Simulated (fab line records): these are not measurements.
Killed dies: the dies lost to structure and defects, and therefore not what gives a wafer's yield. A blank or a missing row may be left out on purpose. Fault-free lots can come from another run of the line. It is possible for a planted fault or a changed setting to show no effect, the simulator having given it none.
A struck lot beside a sound one / flow n5-finfet / 38 steps out of a route of 1938
Sound: these wafers, L637.2, L637.4, L637.5. The struck wafers were L621.1, L621.4, L621.6. At the end, the cause is stated.
Each step with rows lists, per side, the tool, then ch with its chambers, then its first start. Under that, the readings that differ: sound wafers / struck wafers / difference of the means / sigmas: that difference in standard deviations of wafers without a fault.
alike: same words and numbers on both sides, and readings whose means sit less than 2 such deviations apart. not compared: any withheld reading, any reading some wafer has no value for, any bound like >300 that may hide the same value, and any number with overlapping values for which the record gives no deviation.
The two part at a step that has a row with sigmas, a row that says differs or no value, or rows on one side only. Non-overlapping numbers with no deviation appear without sigmas and do not part them. A reading that every wafer of one side lacks parts them only if that side has two wafers or more.

first, 9 steps without rows for these wafers: N5_GATE_CUT_CMP_23 (polishes, stops on SiO2, t overpolish 23.4 s, target thk 16 nm); N5_GATE_CUT_CMP_43 (polishes SiO2); N5_GATE_CUT_CMP_61 (polishes, stops on SiNx, t overpolish 3 s); N5_MOL_CONTACT_COAG_COAT_103 (time 60 s, resist thk 80 nm); N5_MOL_CONTACT_COAG_COAT_104 (time 60 s, resist thk 12 nm); N5_MOL_CONTACT_COAG_COAT_58 (time 60 s, resist thk 10 nm); N5_MOL_CONTACT_COAG_COAT_02 (resist thk 30 nm); N5_MOL_CONTACT_COAG_EBR_04; N5_MOL_CONTACT_COAG_SOFTBAKE_03 (time 60 s).
N5_MOL_CONTACT_COAG_EXPOSE_05: exposes mask CA, defocus 0 nm.
  sound on euv-scanner-01 ch 0, day 10 20:43; struck on euv-scanner-02 ch 0, day 6 15:15
reading=exposure-dose-mJ-cm2; sound=38.25 38.28 38.27; struck=34.94 34.91 34.89; difference=-3.35; sigmas=-75
  alike: mask, focus-offset-nm, reticle-temp-C
then, 2 steps without rows for these wafers: N5_MOL_CONTACT_COAG_PEB_06 (peb time 60 s); N5_MOL_CONTACT_COAG_DEVELOP_07 (develop time 30 s).
N5_MOL_CONTACT_COAG_CD_MEAS_08: target cd 28 nm.
  sound on cd-sem-02 ch 0, day 10 20:51; struck on cd-sem-02 ch 0, day 6 15:23
reading=cd-nm (nm); sound=28.18 28.60 28.24; struck=25.69 26.12 25.78; difference=-2.48; sigmas=-11
then, 1 step without rows for these wafers: N5_MOL_CONTACT_COAG_DESCUM_13 (chemistry O2, time 7 s).
N5_MOL_CONTACT_COAG_ETCH_59: etches underlayer in N2/H2, target depth 13 nm, time 10.4 s.
  sound on rie-diel-02 ch 0,1, day 10 21:22; struck on rie-diel-03 ch 0,1,2, day 6 16:14
reading=model.MOL_CONTACT_COAG.cd-offset-nm (nm); sound=0.4 0.2 0.2; struck=-2.4 -2 -2; difference=-2.4; sigmas=
  alike: bias-w, chamber-pressure-mTorr, drypump-motor-current-A, etch-rf-on-time-s, oes-product-au, rf-vpp-V, showerhead-plenum-p-Torr, throttle-valve-pct
  not compared: rf-hours-counter-h
then, 7 steps without rows for these wafers: N5_MOL_CONTACT_COAG_ETCH_105 (etches SiARC in CF4, target depth 15.6 nm, time 26 s); N5_MOL_CONTACT_COAG_ETCH_106 (etches SOC in N2/H2, target depth 80 nm, overetch 16 nm, time 120 s); N5_MOL_CONTACT_COAG_STRIP_107 (strips in N2/H2); N5_MOL_CONTACT_COAG_STRIP_108 (strips in N2/H2); N5_MOL_CONTACT_COAG_CONTACT_ETCH_14 (etches SiO2 in C4F6/O2, target depth 27.5 nm, overetch 8.5 nm, time 20 s); N5_MOL_CONTACT_COAG_STRIP_109 (strips in C4F6/O2); N5_MOL_CONTACT_COAG_ETCH_15 (etches SiNx in CH3F/O2, stops on Si:P, target depth 7 nm).
N5_MOL_CONTACT_COAG_ETCH_110: etches Si in CF4/O2, target depth 2.5 nm, time 8 s.
  sound on rie-diel-02 ch 0,1, day 10 21:37; struck on rie-diel-03 ch 0,1,2, day 6 16:28
reading=model.MOL_CONTACT_COAG.cd-offset-nm (nm); sound=0.2 0 0.2; struck=-2.4 -2 -2.2; difference=-2.3; sigmas=
  alike: bias-w, chamber-pressure-mTorr, drypump-motor-current-A, oes-product-au, rf-vpp-V, showerhead-plenum-p-Torr, throttle-valve-pct
  not compared: rf-hours-counter-h
then, 1 step without rows for these wafers: N5_MOL_CONTACT_COAG_STRIP_98 (strips in N2/H2).
N5_MOL_CONTACT_COAG_CD_MEAS_99: target cd 17.2 nm.
  struck on cd-sem-01, day 6 16:35; sound on cd-sem-01, day 10 21:44
reading=cd-nm (nm); sound=17.3 17.4 17.0; struck=15.0 15.0 14.7; difference=-2.3; sigmas=-6
then, 12 steps without rows for these wafers: N5_MOL_CONTACT_COAG_IMPLANT_129; N5_MOL_CONTACT_COAG_PRECLEAN_111 (cleans in NF3:NH3, afs cycles 1, time 20 s, sublimation time 60 s); N5_MOL_CONTACT_COAG_TI_SIL_19 (material Ti, target thk 4.2 nm, time 15 s); N5_MOL_CONTACT_COAG_ALD_20 (deposits TiN, target thk 1.5 nm, pulse time 1 s, purge time 3 s); N5_MOL_CONTACT_COAG_SIL_ANNEAL_21 (time 60 s); N5_MOL_CONTACT_COAG_PRE_CLEAN_141 (time 60 s); N5_MOL_CONTACT_COAG_SPUTTER_143 (material Co, target thk 2.5 nm); N5_MOL_CONTACT_COAG_CO_FILL_22 (material Co, precursor CCTBA/H2, target thk 20 nm); N5_MOL_CONTACT_COAG_ANNEAL_113 (time 300 s); N5_MOL_CONTACT_COAG_PRE_CLEAN_142 (time 60 s); N5_MOL_CONTACT_COAG_SPUTTER_130 (material Co, target thk 47.5 nm); N5_MOL_CONTACT_COAG_PRECLEAN_125 (cleans in DIW, time 57.5 s).
-- here the record skips 3 days between the struck wafers' starts before and after, leaving off in module MOL_CONTACT_COAG and picking up in module BEOL_M4 (first step shown: number 1111 of the route) --
N5_BEOL_M4_RC_MEAS_101:
  sound on prober-01 ch 0, day 15 04:50; struck on prober-02 ch 0, day 9 15:07
reading=RC_DENSE_N (ohm.um); sound=18.8 19.0 18.8; struck=23.5 22.4 22.6; difference=+4.0; sigmas=+8
reading=RC_DENSE_P (ohm.um); sound=23.4 23.7 23.9; struck=29.1 28.1 28.5; difference=+4.9; sigmas=+8
reading=RC_N (ohm.um); sound=15.2 15.5 15.4; struck=18.9 18.1 18.3; difference=+3.1; sigmas=+9
reading=RC_P (ohm.um); sound=19.2 19.4 19.3; struck=23.8 22.5 22.9; difference=+3.8; sigmas=+8
  alike: DIBL_N, DIBL_P, IOFF_N, IOFF_P, ION_N, ION_P, SS_N, SS_P, VT_N, VT_P

== WHERE THEY PART ==
Last at N5_BEOL_M4_RC_MEAS_101 as far as this record goes, first at N5_MOL_CONTACT_COAG_EXPOSE_05.

WHY: the cause the simulator had injected
Drift in process parameters on euv-scanner-02 at N5_MOL_CONTACT_COAG_EXPOSE_05, starting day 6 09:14. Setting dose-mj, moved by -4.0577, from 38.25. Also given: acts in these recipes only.
